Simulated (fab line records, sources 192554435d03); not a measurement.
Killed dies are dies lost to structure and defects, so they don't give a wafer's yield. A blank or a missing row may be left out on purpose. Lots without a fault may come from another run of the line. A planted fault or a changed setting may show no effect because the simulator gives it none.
fab line records | flow n5_finfet
record lots=6 wafers=18 last_day=17
route steps=1938 shown BEOL_M1@779 BEOL_M4@1111 PASSIVATION@1936
lots that met no fault: from a run of the same line without faults
start_h: hours from the record's first day to the start of the lot's first wafer shown | wait_h: hours since the lot's step before | " the same as in the row above | L1.1+2: a row that stands for several wafers | - no value, or no start given | * or withheld: withheld | < > ~ a bound
route shown NAME@n: a module of which the file shows steps, and the number in the route of the first | usual: mean/standard deviation of fault-free wafers | same: alike in all rows | chamber/n: place in a boat | sites: the reading at each site | _std_site: their standard deviation | _edge_site: outer sites' mean less inner sites' | radius_mm: how far each site lies from the wafer's centre | mask NAME#n: copy n | behind: the tool/chamber that last shaped the wafer | hold: why the lot was held/for how many hours/how that ended | device: the transistor (n, p or np) that didn't switch | end of line: the same wafers' tests at the end of the route | a step without rows: its recipe alone | killed: dies lost to structure and defects at the first sort, not the wafer's yield | map: a wafer's dies, x killed, . not, _ none there
set.NAME: the setting as run; set.NAME@STEP: as run at that earlier step | model.NAME: the simulator's own value behind a step, which no gauge read
lots at some steps of the route; a table a step, a row a wafer
services: from which hour (start_h, from the record's first day; less than 0 if before it) a tool's chamber was out of use, for how many hours, and why
## steps
# step N5_BEOL_M1_COAT_76
# recipe resist=underlayer temp_c=205 time_s=60 spin_rpm=1500 resist_thk_nm=5
# step N5_BEOL_M1_COAT_22
# recipe resist=CAR-EUV spin_rpm=1500 resist_thk_nm=30
# step N5_BEOL_M1_EBR_24
# recipe solvent=PGMEA ebr_width_mm=1.5
# step N5_BEOL_M1_SOFTBAKE_23
# recipe temp_c=110 time_s=60 resist=CAR-EUV
# step N5_BEOL_M1_EXPOSE_25
# recipe mask_id=V0 na=0.33 source_shape=quasar sigma_inner=0.2 sigma_outer=0.8 polarization=unpolarized defocus_nm=5 target_cd_nm=24 dose_mj=63
# step N5_BEOL_M1_PEB_26
# recipe peb_temp_c=100 peb_time_s=60 resist=CAR-EUV
# step N5_BEOL_M1_DEVELOP_27
# recipe develop_time_s=30 developer=TMAH resist=CAR-EUV rinse_liquid=surfactant_rinse dry=air_spin dev_temp_c=23
# step N5_BEOL_M1_CD_MEAS_28
# recipe landing_energy_ev=500 detector=se_inlens target_cd_y_nm=23.3
# usual cd_nm=23.94/0.25
# columns lot.wafer tool chamber start_h wait_h cd_nm
L838.1 cd_sem-01 0 127.12 - 24.02
L838.2 " 0 " " 23.86
L838.6 " 0 " " 23.96
L840.1 cd_sem-03 0 142.68 - 24.36
L840.2 " 0 " " 24.33
L840.6 " 0 " " 24.07
L844.1 cd_sem-01 0 164.82 - 23.97
L844.4 " 0 " " 23.77
L844.5 " 0 " " 23.43
L851.3 cd_sem-03 0 210.52 - 24.24
L851.4 " 0 " " 23.89
L851.6 " 0 " " 23.82
L854.1 cd_sem-01 0 229.49 - 24.29
L854.4 " 0 " " 24.08
L854.6 " 0 " " 23.88
L857.1 cd_sem-03 0 244.70 - 23.70
L857.2 " 0 " " 23.64
L857.5 " 0 " " 24.04
# step N5_BEOL_M1_OVL_MEAS_29
# recipe points_per_wafer=522
# usual V0_OVL=-0.2/0.69
# columns lot.wafer tool chamber start_h wait_h V0_OVL[nm]
L838.1 overlay-01 0 127.15 0.0 0.0
L838.2 " 0 " " -0.2
L838.6 " 0 " " -1.1
L840.1 overlay-01 0 142.71 0.0 -1.3
L840.2 " 0 " " -0.2
L840.6 " 0 " " 0.2
L844.1 overlay-01 0 164.85 0.0 -1.3
L844.4 " 0 " " -1.8
L844.5 " 0 " " -1.3
L851.3 overlay-02 0 210.56 0.0 -0.3
L851.4 " 0 " " 0.6
L851.6 " 0 " " 0.6
L854.1 overlay-02 0 229.52 0.0 0.2
L854.4 " 0 " " -0.2
L854.6 " 0 " " -0.3
L857.1 overlay-02 0 244.73 0.0 0.4
L857.2 " 0 " " -0.3
L857.5 " 0 " " -0.9
# step N5_BEOL_M1_INSPECT_30
# recipe mode=adi inspect_instrument=brightfield
# usual raw_defect_count=415/110
# columns lot.wafer tool chamber start_h wait_h raw_defect_count
L838.1 defect_inspect-01 - 127.21 0.1 344
L838.2 " - " " 328
L838.6 " - " " 391
L840.1 defect_inspect-01 - 142.77 0.1 270
L840.2 " - " " 351
L840.6 " - " " 519
L844.1 defect_inspect-02 - 164.91 0.1 587
L844.4 " - " " 464
L844.5 " - " " 629
L851.3 defect_inspect-01 - 210.60 0.0 355
L851.4 " - " " 282
L851.6 " - " " 431
L854.1 defect_inspect-02 - 229.58 0.1 470
L854.4 " - " " 358
L854.6 " - " " 426
L857.1 defect_inspect-02 - 244.79 0.1 557
L857.2 " - " " 512
L857.5 " - " " 334
# step N5_BEOL_M1_DESCUM_33
# recipe chemistry=O2 time_s=7 source_power_w=50 bias_power_w=20 pressure_mtorr=20 rf_frequency_hz=2.712e+07 temp_c=40 resist=CAR-EUV o2_flow_sccm=225
# usual bias_power_w=19.99/0.058 drypump_motor_current_A=5.8/0.53 oes_product_au=0.76/0.081 rf_vpp_V=243.0/1.4 showerhead_plenum_p_Torr=2.09/0.071 throttle_valve_pct=20.33/0.28
# columns lot.wafer tool chamber start_h wait_h bias_power_w drypump_motor_current_A oes_product_au rf_hours_counter_h rf_vpp_V showerhead_plenum_p_Torr throttle_valve_pct
L838.1 rie_diel-04 3 127.24 0.0 20.00 5.9 0.71 217 239.8 1.99 20.41
L838.2 " 1 " " 19.99 6.3 0.73 180 243.9 2.15 19.94
L838.6 " 0 " " 19.93 5.3 0.77 - 244.5 2.17 20.30
L840.1 rie_diel-04 0 142.81 0.0 19.93 5.3 0.76 140 243.8 2.17 20.32
L840.2 " 3 " " 20.02 5.9 0.69 222 241.3 1.98 20.42
L840.6 " 0 " " 19.88 5.3 0.77 - 243.9 2.17 20.31
L844.1 rie_diel-04 3 164.95 0.0 19.96 5.9 0.69 230 239.4 1.98 20.43
L844.4 " 1 " " 20.03 6.3 0.72 193 243.4 2.15 19.96
L844.5 " 2 " " 20.00 4.9 0.73 - 243.8 2.17 20.41
L851.3 rie_diel-06 1 210.64 0.0 20.04 5.4 0.83 68 242.8 2.10 19.83
L851.4 " 2 " " 19.93 6.2 0.87 40 241.5 2.02 20.32
L851.6 " 3 " " 20.02 5.2 0.71 - 240.7 2.01 20.53
L854.1 rie_diel-02 1 229.79 0.2 19.98 5.1 0.68 240 244.6 2.14 20.20
L854.4 " 3 " " 20.00 6.5 0.71 204 243.8 2.04 20.19
L854.6 " 1 " " 20.02 5.1 0.68 - 242.9 2.14 20.19
L857.1 rie_diel-02 2 244.83 0.0 19.98 6.3 0.73 204 242.0 2.02 20.66
L857.2 " 0 " " 19.99 6.4 0.92 27 243.0 2.15 20.10
L857.5 " 1 " " 20.01 5.1 0.68 - 242.5 2.14 20.20
# step N5_BEOL_M1_ETCH_77
# recipe chemistry=N2/H2 target=underlayer target_depth_a=65 mask_material=CAR-EUV time_s=5.2 ion_energy_ev=200 pressure_mtorr=30 source_w=840 bias_w=150 n2_flow_sccm=200 h2_flow_sccm=200 ends=cleared
# usual bias_w=150.0/0.5 drypump_motor_current_A=5.8/0.53 etch_rf_on_time_s=5.20/0.19 n2_flow_sccm=200.0/0.57 oes_product_au=0.65/0.073 rf_vpp_V=523.8/2.7 showerhead_plenum_p_Torr=2.54/0.088 throttle_valve_pct=17.79/0.29
# columns lot.wafer tool chamber start_h wait_h bias_w drypump_motor_current_A etch_rf_on_time_s n2_flow_sccm oes_product_au rf_hours_counter_h rf_vpp_V showerhead_plenum_p_Torr throttle_valve_pct
L838.1 rie_diel-04 3 127.28 0.0 150.6 5.9 5.50 200.0 0.59 217 520.7 2.40 17.80
L838.2 " 1 " " 149.4 6.3 5.22 200.2 0.62 180 528.5 2.66 17.72
L838.6 " 0 " " 150.7 5.3 5.40 199.8 0.65 - 528.5 2.67 17.83
L840.1 rie_diel-04 0 142.84 0.0 149.9 5.3 5.42 200.5 0.64 140 526.3 2.66 17.85
L840.2 " 3 " " 150.5 5.9 5.48 199.4 0.59 222 519.5 2.40 17.80
L840.6 " 0 " " 149.9 5.3 5.38 199.7 0.64 - 528.2 2.67 17.87
L844.1 rie_diel-04 3 164.98 0.0 150.8 5.9 5.48 200.5 0.58 230 521.2 2.40 17.82
L844.4 " 1 " " 149.4 6.2 5.27 200.9 0.61 193 525.9 2.65 17.75
L844.5 " 2 " " 150.6 4.9 5.11 199.9 0.64 - 525.0 2.62 17.72
L851.3 rie_diel-06 1 210.67 0.0 150.8 5.4 5.17 200.8 0.70 68 526.1 2.55 17.19
L851.4 " 2 " " 149.7 6.2 5.08 199.3 0.75 40 520.8 2.47 17.84
L851.6 " 3 " " 150.0 5.2 5.12 199.5 0.62 - 520.1 2.44 18.09
L854.1 rie_diel-02 1 229.82 0.0 150.0 5.0 5.08 199.9 0.59 240 526.7 2.61 17.65
L854.4 " 3 " " 150.7 6.4 5.65 200.8 0.58 204 524.4 2.54 17.97
L854.6 " 1 " " 149.5 5.1 5.15 199.8 0.59 - 524.7 2.61 17.66
L857.1 rie_diel-02 2 244.86 0.0 150.6 6.3 5.09 200.6 0.61 204 521.2 2.42 17.95
L857.2 " 0 " " 150.0 6.5 4.89 199.8 0.80 27 525.6 2.59 17.31
L857.5 " 1 " " 151.0 5.1 5.10 200.0 0.59 - 526.4 2.60 17.69
# step N5_BEOL_M1_ETCH_69
# recipe chemistry=CF4 target=SiARC target_depth_a=156 mask_material=CAR-EUV time_s=26 ion_energy_ev=80 pressure_mtorr=40 source_w=545 bias_w=36 Ar_flow_sccm=100 cf4_flow_sccm=100 ends=cleared
# usual bias_w=35.99/0.12 drypump_motor_current_A=5.8/0.53 etch_rf_on_time_s=25.9/0.91 oes_product_au=0.65/0.072 rf_vpp_V=184.0/1.2 showerhead_plenum_p_Torr=2.14/0.071 throttle_valve_pct=15.57/0.19
# columns lot.wafer tool chamber start_h wait_h bias_w drypump_motor_current_A etch_rf_on_time_s oes_product_au rf_hours_counter_h rf_vpp_V showerhead_plenum_p_Torr throttle_valve_pct
L838.1 rie_diel-04 3 127.29 0.0 36.13 5.9 27.3 0.58 217 182.5 2.05 15.79
L838.2 " 1 " " 35.90 6.3 26.2 0.63 180 184.9 2.23 15.44
L838.6 " 0 " " 36.01 5.3 26.6 0.65 - 186.0 2.22 15.58
L840.1 rie_diel-04 0 142.86 0.0 36.08 5.3 33.0 0.58 140 184.0 2.22 15.58
L840.2 " 3 " " 36.08 5.9 27.5 0.59 222 182.4 2.05 15.79
L840.6 " 0 " " 36.03 5.3 26.8 0.64 - 184.6 2.22 15.60
L844.1 rie_diel-04 3 165.00 0.0 36.09 5.9 34.2 0.52 230 182.4 2.04 15.80
L844.4 " 1 " " 36.07 6.3 32.4 0.55 193 184.3 2.23 15.45
L844.5 " 2 " " 35.72 4.9 25.4 0.64 - 185.4 2.21 15.65
L851.3 rie_diel-06 1 210.69 0.0 35.99 5.4 25.8 0.70 68 183.8 2.16 15.20
L851.4 " 2 " " 36.12 6.2 25.3 0.75 40 183.0 2.09 15.66
L851.6 " 3 " " 36.05 5.2 25.4 0.63 - 183.4 2.04 15.53
L854.1 rie_diel-02 1 229.84 0.0 35.99 5.1 25.4 0.60 240 182.8 2.20 15.55
L854.4 " 3 " " 35.91 6.4 27.6 0.59 204 183.4 2.13 15.70
L854.6 " 1 " " 36.19 5.0 25.6 0.59 - 183.9 2.20 15.54
L857.1 rie_diel-02 2 244.88 0.0 35.93 6.3 25.2 0.63 204 182.4 2.04 15.63
L857.2 " 0 " " 35.95 6.4 24.1 0.81 27 185.2 2.19 15.29
L857.5 " 1 " " 36.08 5.1 26.0 0.59 - 184.7 2.20 15.54
# step N5_BEOL_M1_ALD_98
# recipe material=SiO2 target_thk_a=25 temp_c=100 ald_precursor_family=BDEAS ald_co_reactant=O2-plasma pulse_time_s=1 co_reactant_pulse_time_s=1 purge_time_s=2 co_reactant_purge_time_s=2 ald_cycles=17 pressure_torr=2
# usual heater_power_w=79/7.3 precursor_pulse_height_rel=1.001/0.019
# columns lot.wafer tool chamber start_h wait_h heater_power_w precursor_pulse_height_rel
L838.1 ald_sin-02 2 127.38 0.1 73 1.007
L838.2 " 0 " " 89 1.013
L838.6 " 0 " " 90 0.996
L840.1 ald_sin-02 3 142.94 0.1 79 1.030
L840.2 " 2 " " 74 1.015
L840.6 " 0 " " 90 1.028
L844.1 ald_sin-03 2 165.08 0.1 91 0.970
L844.4 " 1 " " 79 0.995
L844.5 " 2 " " 93 0.958
L851.3 ald_sin-03 0 210.77 0.1 78 1.036
L851.4 " 3 " " 79 1.001
L851.6 " 3 " " 78 0.992
L854.1 ald_sin-02 3 229.92 0.1 78 1.009
L854.4 " 1 " " 69 0.974
L854.6 " 1 " " 70 1.008
L857.1 ald_sin-01 2 244.96 0.1 64 1.001
L857.2 " 0 " " 82 0.966
L857.5 " 3 " " 71 1.026
# step N5_BEOL_M4_RC_MEAS_101
# usual DIBL_N=37.0/2.3 DIBL_P=37.3/2.8 IOFF_N=0.17/0.046 IOFF_P=0.23/0.054 ION_N=675/14 ION_P=460/9.3 SS_N=71.7/0.73 SS_P=73.6/0.95 VT_N=249/3.9 VT_P=-250/3.9
# columns lot.wafer tool chamber start_h wait_h DIBL_N[mV/V] DIBL_P[mV/V] IOFF_N[nA/um] IOFF_P[nA/um] ION_N[uA/um] ION_P[uA/um] SS_N[mV/dec] SS_P[mV/dec] VT_N[mV] VT_P[mV]
L838.1 prober-02 0 170.00 0.0 40.2 42.0 0.27 0.32 706 481 72.6 74.6 245 -245
L838.2 " 0 " " 35.6 35.0 0.15 0.19 676 458 71.8 73.1 253 -250
L838.6 " 0 " " 37.1 38.5 0.18 0.24 672 461 71.9 74.4 248 -250
L840.1 prober-02 0 190.60 0.0 39.5 38.6 0.20 0.20 664 445 72.7 73.3 247 -256
L840.2 " 0 " " 37.1 38.9 0.18 0.21 680 461 71.4 73.5 248 -250
L840.6 " 0 " " 35.3 34.2 0.14 0.15 654 445 71.5 72.1 254 -255
L844.1 prober-01 0 209.26 0.0 34.9 35.9 0.13 0.15 669 448 71.1 73.2 255 -260
L844.4 " 0 " " 34.7 36.1 0.13 0.16 667 455 71.3 73.0 252 -257
L844.5 " 0 " " 39.3 40.4 0.22 0.21 689 456 72.4 74.9 247 -253
L851.3 prober-01 0 281.14 0.3 38.5 37.5 0.20 0.25 667 458 72.4 74.2 248 -251
L851.4 " 0 " " 36.1 36.0 0.15 0.22 680 468 71.8 72.6 248 -246
L851.6 " 0 " " 39.4 38.4 0.20 0.25 664 449 73.3 74.2 250 -249
L854.1 prober-02 0 286.19 0.0 34.0 33.0 0.11 0.15 656 446 70.9 72.6 256 -254
L854.4 " 0 " " 37.0 35.2 0.14 0.18 670 451 71.3 73.5 254 -254
L854.6 " 0 " " 34.7 32.4 0.11 0.15 649 447 71.2 72.7 256 -255
L857.1 prober-01 0 301.78 0.0 34.9 34.2 0.13 0.16 656 450 71.0 71.9 256 -255
L857.2 " 0 " " 36.4 37.6 0.16 0.20 681 464 71.2 73.6 252 -253
L857.5 " 0 " " 33.0 33.7 0.11 0.16 664 457 70.9 72.2 255 -254
# step N5_PASSIVATION_PROBE_49
# usual defect_limited_yield=91.5/1.3 killed_at_M0_to_M3=36/10 killed_at_M4_up=13/4.7 killed_at_contacts=13/6.7 killed_at_front_end=37/9.7 killed_at_other=2.6/2.3 killed_dies=101/15 killed_open=67/12 killed_short=32/6.7 sort_bin_5_function=5.0/0.89 sort_bin_6_memory=3.2/0.63 sort_n_pass=1079/16 sort_yield_pct=91.4/1.4
# same gross_dies=1180 killed_at_back_side=0 sort_bin_4_leakage[%]=0 sort_bin_8_speed[%]=0
# columns lot.wafer tool chamber start_h wait_h defect_limited_yield[%] killed_at_M0_to_M3 killed_at_M4_up killed_at_contacts killed_at_front_end killed_at_other killed_dies killed_open killed_short sort_bin_5_function[%] sort_bin_6_memory[%] sort_n_pass sort_yield_pct[%]
L840.1 prober-01 - 293.98 0.0 91.6 38 14 5 42 0 99 62 37 5.1 2.7 1081 91.6
L840.2 prober-01 - 294.03 0.1 90.4 59 9 10 30 5 113 71 42 5.9 3.5 1067 90.4
L840.6 prober-01 - 294.23 0.3 90.8 43 13 8 40 5 109 79 30 5.3 3.3 1071 90.8
L844.1 prober-01 - 320.34 0.0 92.5 24 14 14 31 5 88 61 27 4.1 3.1 1092 92.5
L844.4 prober-01 - 320.49 0.2 92.7 29 8 14 33 2 86 50 36 4.2 2.8 1094 92.7
L844.5 prober-01 - 320.54 0.2 93.0 25 20 17 21 0 83 61 22 4.5 2.5 1097 93.0
L851.6 prober-01 - 386.91 0.3 92.3 37 11 11 31 1 91 61 24 3.8 3.3 1089 92.3
L854.1 prober-02 - 397.98 0.0 91.5 26 8 11 54 1 100 72 25 4.2 3.8 1080 91.5
L854.4 prober-02 - 398.13 0.2 91.9 35 11 9 39 2 96 66 27 5.4 2.2 1084 91.9
L854.6 prober-02 - 398.23 0.3 92.1 39 9 12 33 0 93 68 25 4.7 3.0 1087 92.1
L857.1 prober-02 - 404.37 0.0 93.5 21 11 7 36 2 77 51 24 3.8 2.5 1103 93.5
L857.2 prober-02 - 404.42 0.1 89.9 40 7 13 57 2 119 75 40 5.8 3.9 1061 89.9
L857.5 prober-02 - 404.57 0.2 91.5 20 15 5 57 3 100 69 30 5.3 2.9 1080 91.5
# killed by level:class
L840.1 FIN_SAQP:geometric_particle:short=15 FIN_SAQP:geometric_particle:open=15 BEOL_M0_SAQP:geometric_particle:open=10 BEOL_M0_SAQP:geometric_particle:short=9 BEOL_M4:geometric_particle:open=5 BEOL_M1:geometric_particle:short=5 STARTING-WAFER:geometric_particle:open=5 MOL_CONTACT_COAG:geometric_particle:open=4
L840.2 BEOL_M1:geometric_particle:open=11 BEOL_M3:geometric_particle:open=11 BEOL_M0_SAQP:geometric_particle:short=10 BEOL_M0_SAQP:geometric_particle:open=9 FIN_SAQP:geometric_particle:short=8 MOL_CONTACT_COAG:geometric_particle:open=8 BEOL_M1:geometric_particle:short=6 BEOL_M2:geometric_particle:open=6
L840.6 STI_FIN_REVEAL:geometric_particle:open=14 BEOL_M0_SAQP:geometric_particle:open=13 BEOL_M2:geometric_particle:open=9 MOL_CONTACT_COAG:geometric_particle:open=8 BEOL_M4:geometric_particle:open=8 BEOL_M0_SAQP:geometric_particle:short=6 BEOL_M3:geometric_particle:open=6 FIN_SAQP:geometric_particle:short=4
L844.1 MOL_CONTACT_COAG:geometric_particle:open=12 BEOL_M3:geometric_particle:open=11 GATE_CUT:geometric_particle:short=7 FIN_SAQP:geometric_particle:short=6 FIN_SAQP:geometric_particle:open=5 BEOL_M4:geometric_particle:open=5 BEOL_M0_SAQP:geometric_particle:short=4 STI_FIN_REVEAL:geometric_particle:open=3
L844.4 BEOL_M0_SAQP:geometric_particle:short=9 MOL_CONTACT_COAG:geometric_particle:open=9 FIN_SAQP:geometric_particle:open=8 BEOL_M0_SAQP:geometric_particle:open=7 FIN_SAQP:geometric_particle:short=6 MOL_CONTACT_COAG:geometric_particle:short=5 BEOL_M1:geometric_particle:open=5 BEOL_M3:geometric_particle:open=5
L844.5 MOL_CONTACT_COAG:geometric_particle:open=13 BEOL_M4:geometric_particle:open=9 BEOL_M0:geometric_particle:open=7 STARTING-WAFER:geometric_particle:open=6 FIN_SAQP:geometric_particle:short=4 MOL_CONTACT_COAG:geometric_particle:short=4 BEOL_M0_SAQP:geometric_particle:open=4 BEOL_M1:geometric_particle:open=4
L851.6 MOL_CONTACT_COAG:geometric_particle:open=9 BEOL_M0_SAQP:geometric_particle:open=9 BEOL_M0_SAQP:geometric_particle:short=8 STI_FIN_REVEAL:geometric_particle:open=7 BEOL_M3:geometric_particle:open=7 HKMG_FIN:area_etch=5 BEOL_M0:geometric_particle:open=4 BEOL_M2:geometric_particle:open=4
L854.1 FIN_SAQP:geometric_particle:open=24 MOL_CONTACT_COAG:geometric_particle:open=9 FIN_SAQP:geometric_particle:short=7 BEOL_M0:geometric_particle:open=6 BEOL_M1:geometric_particle:open=6 DUMMY_GATE:geometric_particle:open=5 BEOL_M0_SAQP:geometric_particle:short=5 STI_FIN_REVEAL:geometric_particle:open=4
L854.4 DUMMY_GATE:geometric_particle:open=11 MOL_CONTACT_COAG:geometric_particle:open=7 BEOL_M0_SAQP:geometric_particle:open=7 BEOL_M3:geometric_particle:open=7 FIN_SAQP:geometric_particle:open=6 BEOL_M0_SAQP:geometric_particle:short=6 BEOL_M1:geometric_particle:open=5 BEOL_M4:geometric_particle:open=5
L854.6 BEOL_M3:geometric_particle:open=10 MOL_CONTACT_COAG:geometric_particle:open=9 BEOL_M0:geometric_particle:open=8 STI_FIN_REVEAL:geometric_particle:open=7 BEOL_M1:geometric_particle:open=6 FIN_SAQP:geometric_particle:open=5 BEOL_M0_SAQP:geometric_particle:short=5 FIN_SAQP:geometric_particle:short=4
L857.1 BEOL_M2:geometric_particle:open=11 STI_FIN_REVEAL:geometric_particle:open=7 FIN_SAQP:geometric_particle:open=6 DUMMY_GATE:geometric_particle:open=5 GATE_CUT:geometric_particle:open=5 GATE_CUT:geometric_particle:short=5 MOL_CONTACT_COAG:geometric_particle:open=5 STARTING-WAFER:geometric_particle:short=4
L857.2 FIN_SAQP:geometric_particle:open=14 FIN_SAQP:geometric_particle:short=11 STI_FIN_REVEAL:geometric_particle:open=11 BEOL_M0_SAQP:geometric_particle:short=10 BEOL_M0_SAQP:geometric_particle:open=8 BEOL_M2:geometric_particle:open=8 MOL_CONTACT_COAG:geometric_particle:open=7 STARTING-WAFER:geometric_particle:open=7
L857.5 FIN_SAQP:geometric_particle:open=13 STI_FIN_REVEAL:geometric_particle:open=11 FIN_SAQP:geometric_particle:short=9 BEOL_M2:geometric_particle:open=9 DUMMY_GATE:geometric_particle:open=7 BEOL_M4:geometric_particle:open=6 GATE_CUT:geometric_particle:open=5 BEOL_M2:geometric_particle:short=4
## services
# columns tool chamber start_h hours kind
rie_diel-04 2 105.53 3.5 repair
ald_sin-03 2 128.68 2.9 repair
rie_diel-02 0 133.14 - clean
rie_diel-02 0 133.14 - consumable_replace:focus_ring
rie_diel-02 0 133.14 16.0 scheduled_down
rie_diel-02 0 133.14 16.0 vent_cycle
rie_diel-04 2 140.05 19.5 repair
ald_sin-01 1 150.80 4.8 repair
ald_sin-01 3 162.13 2.0 repair
ald_sin-03 3 163.57 4.5 repair
ald_sin-01 - 177.72 14.0 pm
ald_sin-01 0 177.72 14.0 vent_cycle
ald_sin-01 1 177.72 14.0 vent_cycle
ald_sin-01 2 177.72 14.0 vent_cycle
ald_sin-01 3 177.72 14.0 vent_cycle
rie_diel-04 3 180.80 1.6 repair
ald_sin-01 - 193.89 14.6 pm
ald_sin-03 3 210.80 - calibration
rie_diel-02 1 222.31 5.3 repair
rie_diel-04 3 237.79 - clean
rie_diel-04 3 237.79 - consumable_replace:focus_ring
rie_diel-04 3 237.79 - consumable_replace:showerhead
rie_diel-04 3 237.79 23.2 scheduled_down
rie_diel-04 3 237.79 23.2 vent_cycle
## key
first_sign step=N5_BEOL_M1_ETCH_69 reading=etch_rf_on_time_s direction=up sigmas=8 usual=* struck=*
effect none on later readings
met_at N5_BEOL_M1_ETCH_69
struck_wafers L840.1,L844.1,L844.4
onset_between 127.29 142.86
fault kind=process_parameter_drift tool=rie_diel-04 chamber=- onset_h=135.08 steps=N5_BEOL_M1_ETCH_69 channel=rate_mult offset=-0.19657 shape=step end_h=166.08 scope=struck_wafers_only
